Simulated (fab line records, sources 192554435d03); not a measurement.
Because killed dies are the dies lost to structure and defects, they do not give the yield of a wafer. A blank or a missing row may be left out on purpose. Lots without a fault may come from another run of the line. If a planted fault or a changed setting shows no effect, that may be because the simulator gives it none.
Matching of chambers || flow n5Finfet || 4 sister chambers for N5_BEOL_M14_TRENCH_ETCH_34 on rieDiel-02
The step etches SiO2 in C4F8/O2/Ar, target depth 556.65 nm, time 126.9 s. 20 wafers are shown with their chamber, then 10 later ones without.

WAFERS, EACH WITH ITS CHAMBER
{"wafer": "L074.1", "chamber": 3, "drypumpMotorCurrentA (A)": 6.5, "rfVppV (V)": 2153, "throttleValvePct (%)": 30.90}
{"wafer": "L074.4", "chamber": 1, "drypumpMotorCurrentA (A)": 5.3, "rfVppV (V)": 2259, "throttleValvePct (%)": 30.94}
{"wafer": "L074.5", "chamber": 2, "drypumpMotorCurrentA (A)": 4.7, "rfVppV (V)": 2234, "throttleValvePct (%)": 30.34}
{"wafer": "L078.1", "chamber": 0, "drypumpMotorCurrentA (A)": 5.5, "rfVppV (V)": 2196, "throttleValvePct (%)": 30.73}
{"wafer": "L078.2", "chamber": 2, "drypumpMotorCurrentA (A)": 4.7, "rfVppV (V)": 2233, "throttleValvePct (%)": 30.36}
{"wafer": "L078.6", "chamber": 2, "drypumpMotorCurrentA (A)": 4.7, "rfVppV (V)": 2232, "throttleValvePct (%)": 30.34}
{"wafer": "L081.2", "chamber": 0, "drypumpMotorCurrentA (A)": 5.5, "rfVppV (V)": 2196, "throttleValvePct (%)": 30.74}
{"wafer": "L081.5", "chamber": 2, "drypumpMotorCurrentA (A)": 4.7, "rfVppV (V)": 2234, "throttleValvePct (%)": 30.35}
{"wafer": "L081.6", "chamber": 3, "drypumpMotorCurrentA (A)": 6.5, "rfVppV (V)": 2155, "throttleValvePct (%)": 30.91}
{"wafer": "L080.2", "chamber": 1, "drypumpMotorCurrentA (A)": 5.3, "rfVppV (V)": 2259, "throttleValvePct (%)": 30.93}
{"wafer": "L080.3", "chamber": 0, "drypumpMotorCurrentA (A)": 5.5, "rfVppV (V)": 2194, "throttleValvePct (%)": 30.73}
{"wafer": "L080.5", "chamber": 2, "drypumpMotorCurrentA (A)": 4.7, "rfVppV (V)": 2233, "throttleValvePct (%)": 30.37}
{"wafer": "L082.1", "chamber": 0, "drypumpMotorCurrentA (A)": 5.5, "rfVppV (V)": 2194, "throttleValvePct (%)": 30.75}
{"wafer": "L082.2", "chamber": 1, "drypumpMotorCurrentA (A)": 5.3, "rfVppV (V)": 2257, "throttleValvePct (%)": 30.94}
{"wafer": "L082.3", "chamber": 2, "drypumpMotorCurrentA (A)": 4.8, "rfVppV (V)": 2233, "throttleValvePct (%)": 30.38}
{"wafer": "L085.4", "chamber": 1, "drypumpMotorCurrentA (A)": 5.3, "rfVppV (V)": 2260, "throttleValvePct (%)": 30.95}
{"wafer": "L085.5", "chamber": 2, "drypumpMotorCurrentA (A)": 4.7, "rfVppV (V)": 2233, "throttleValvePct (%)": 30.36}
{"wafer": "L085.6", "chamber": 0, "drypumpMotorCurrentA (A)": 5.5, "rfVppV (V)": 2196, "throttleValvePct (%)": 30.76}
{"wafer": "L084.2", "chamber": 2, "drypumpMotorCurrentA (A)": 4.7, "rfVppV (V)": 2233, "throttleValvePct (%)": 30.37}
{"wafer": "L084.3", "chamber": 0, "drypumpMotorCurrentA (A)": 5.5, "rfVppV (V)": 2195, "throttleValvePct (%)": 30.74}

SIGNATURES (averages over the wafers above)
{"reading": "drypumpMotorCurrentA", "chamber 0": 5.500, "chamber 1": 5.300, "chamber 2": 4.713, "chamber 3": 6.500, "scatter within a chamber": 0.0234}
{"reading": "rfVppV", "chamber 0": 2195.17, "chamber 1": 2258.75, "chamber 2": 2233.12, "chamber 3": 2154.00, "scatter within a chamber": 0.951}
{"reading": "throttleValvePct", "chamber 0": 30.7417, "chamber 1": 30.9400, "chamber 2": 30.3588, "chamber 3": 30.9050, "scatter within a chamber": 0.0123}
Rule: distance of a wafer from a chamber = root of the sum over the readings of ((wafer's reading minus chamber's mean) / reading's scatter) squared. The wafer belongs to the nearest chamber; if the next one is less than 2 further off, it can't be placed. The scatter is the square root of a quotient: the sum, over the shown wafers, of each reading's squared deviation from its chamber's mean, divided by wafers minus chambers.

WAFERS WHOSE CHAMBER IS MISSING
{"wafer": "L084.4", "drypumpMotorCurrentA (A)": 5.3, "rfVppV (V)": 2257, "throttleValvePct (%)": 30.95}
{"wafer": "L087.2", "drypumpMotorCurrentA (A)": 5.5, "rfVppV (V)": 2195, "throttleValvePct (%)": 30.75}
{"wafer": "L087.3", "drypumpMotorCurrentA (A)": 4.7, "rfVppV (V)": 2232, "throttleValvePct (%)": 30.37}
{"wafer": "L087.6", "drypumpMotorCurrentA (A)": 5.3, "rfVppV (V)": 2257, "throttleValvePct (%)": 30.95}
{"wafer": "L092.1", "drypumpMotorCurrentA (A)": 5.3, "rfVppV (V)": 2257, "throttleValvePct (%)": 30.96}
{"wafer": "L092.4", "drypumpMotorCurrentA (A)": 5.5, "rfVppV (V)": 2193, "throttleValvePct (%)": 30.78}
{"wafer": "L092.6", "drypumpMotorCurrentA (A)": 5.5, "rfVppV (V)": 2194, "throttleValvePct (%)": 30.77}
{"wafer": "L091.2", "drypumpMotorCurrentA (A)": 5.5, "rfVppV (V)": 2193, "throttleValvePct (%)": 30.77}
{"wafer": "L091.4", "drypumpMotorCurrentA (A)": 5.3, "rfVppV (V)": 2258, "throttleValvePct (%)": 30.95}
{"wafer": "L091.5", "drypumpMotorCurrentA (A)": 6.5, "rfVppV (V)": 2221, "throttleValvePct (%)": 30.71}

WHICH CHAMBER EACH WENT THROUGH
{"wafer": "L084.4", "from the rows above": 1, "in truth": 1}
{"wafer": "L087.2", "from the rows above": 0, "in truth": 0}
{"wafer": "L087.3", "from the rows above": 2, "in truth": 2}
{"wafer": "L087.6", "from the rows above": 1, "in truth": 1}
{"wafer": "L092.1", "from the rows above": 1, "in truth": 1}
{"wafer": "L092.4", "from the rows above": 0, "in truth": 0}
{"wafer": "L092.6", "from the rows above": 0, "in truth": 0}
{"wafer": "L091.2", "from the rows above": 0, "in truth": 0}
{"wafer": "L091.4", "from the rows above": 1, "in truth": 1}
{"wafer": "L091.5", "from the rows above": 0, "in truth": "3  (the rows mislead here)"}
9 of 10 placed correctly. Number that these rows cannot place: 0. Placed wrongly: 1.
